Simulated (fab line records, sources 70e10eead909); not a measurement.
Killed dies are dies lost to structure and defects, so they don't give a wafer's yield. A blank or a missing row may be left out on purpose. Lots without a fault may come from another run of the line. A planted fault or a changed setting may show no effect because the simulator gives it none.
Which tool did it? | flow nand_harc | 12 lots, 36 wafers sampled, at 2 steps of a route of 1159

WHAT THE GAUGES READ, wafer by wafer
NHARC_A_SLIT_OVL_MEAS_10.
lot  | measured     | on         | overlay_x_nm (nm)
L075 | day 14 04:07 | overlay-01 | 0.2 0.2 0.2
L077 | day 14 23:01 | overlay-02 | -0.1 -0.8 -0.1
L078 | day 15 15:40 | overlay-01 | 0.7 0.9 1.2
L081 | day 16 02:02 | overlay-01 | -1.5 -1.8 -1.9
L083 | day 16 18:44 | overlay-01 | -1.4 -1.0 -1.5
L084 | day 17 18:17 | overlay-02 | -0.2 -0.3 0.0
L085 | day 17 18:51 | overlay-02 | -0.1 0.4 -0.1
L088 | day 18 10:50 | overlay-02 | 0.3 0.5 0.6
L089 | day 18 12:34 | overlay-01 | 1.2 0.6 0.5
L093 | day 18 19:01 | overlay-01 | 0.0 0.0 0.2
L095 | day 19 12:02 | overlay-02 | -0.9 -0.5 -1.2
L097 | day 19 23:04 | overlay-02 | -0.4 -0.3 -0.4

WHICH TOOL RAN EACH LOT (tool, then ch and the chambers of the sampled wafers, then the start)
lot  | NHARC_A_SGD_CUT_ETCH_16
L075 | rie_diel-06 ch 0,1,3, day 14 04:07 or earlier
L077 | rie_diel-09 ch 0,1,3, day 14 23:01 or earlier
L078 | rie_diel-09 ch 0,1,3, day 15 15:40 or earlier
L081 | rie_diel-09 ch 0,1,3, day 16 02:02 or earlier
L083 | rie_diel-06 ch 0,1,3, day 16 18:44 or earlier
L084 | rie_diel-09 ch 2,3, day 17 18:17 or earlier
L085 | rie_diel-06 ch 0,2,3, day 17 18:51 or earlier
L088 | rie_diel-11 ch 0,2,3, day 18 10:50 or earlier
L089 | rie_diel-06 ch 0,3, day 18 12:34 or earlier
L093 | rie_diel-11 ch 1,2,3, day 18 19:01 or earlier
L095 | rie_diel-06 ch 0,1,2, day 19 12:02 or earlier
L097 | rie_diel-11 ch 1,3, day 19 23:04 or earlier
- NHARC_A_SGD_CUT_ETCH_16: etches the open film in C4F8/O2/Ar, target depth 310.5 nm, time 155.2 s.

THE ANSWER, worked out from the rows above alone
Rule: what is usual is taken from the lots themselves. Put in order of their means at a reading, lots are off if they are a third of the lots or fewer, leave a main group of 4 or more, and stand apart from it by a gap of 3 or more times the standard deviation of the main group's means; of several such gaps the widest counts. A main group whose means are all the same, to the digits that the tables above print for the reading, isn't used. A lot without any number at a reading at which 4 lots or more have one is off too. The other lots that the step has rows for count as sound.
No lot is off at any reading shown: from this, nothing can be told.

WHAT THE SIMULATOR HAD PUT IN
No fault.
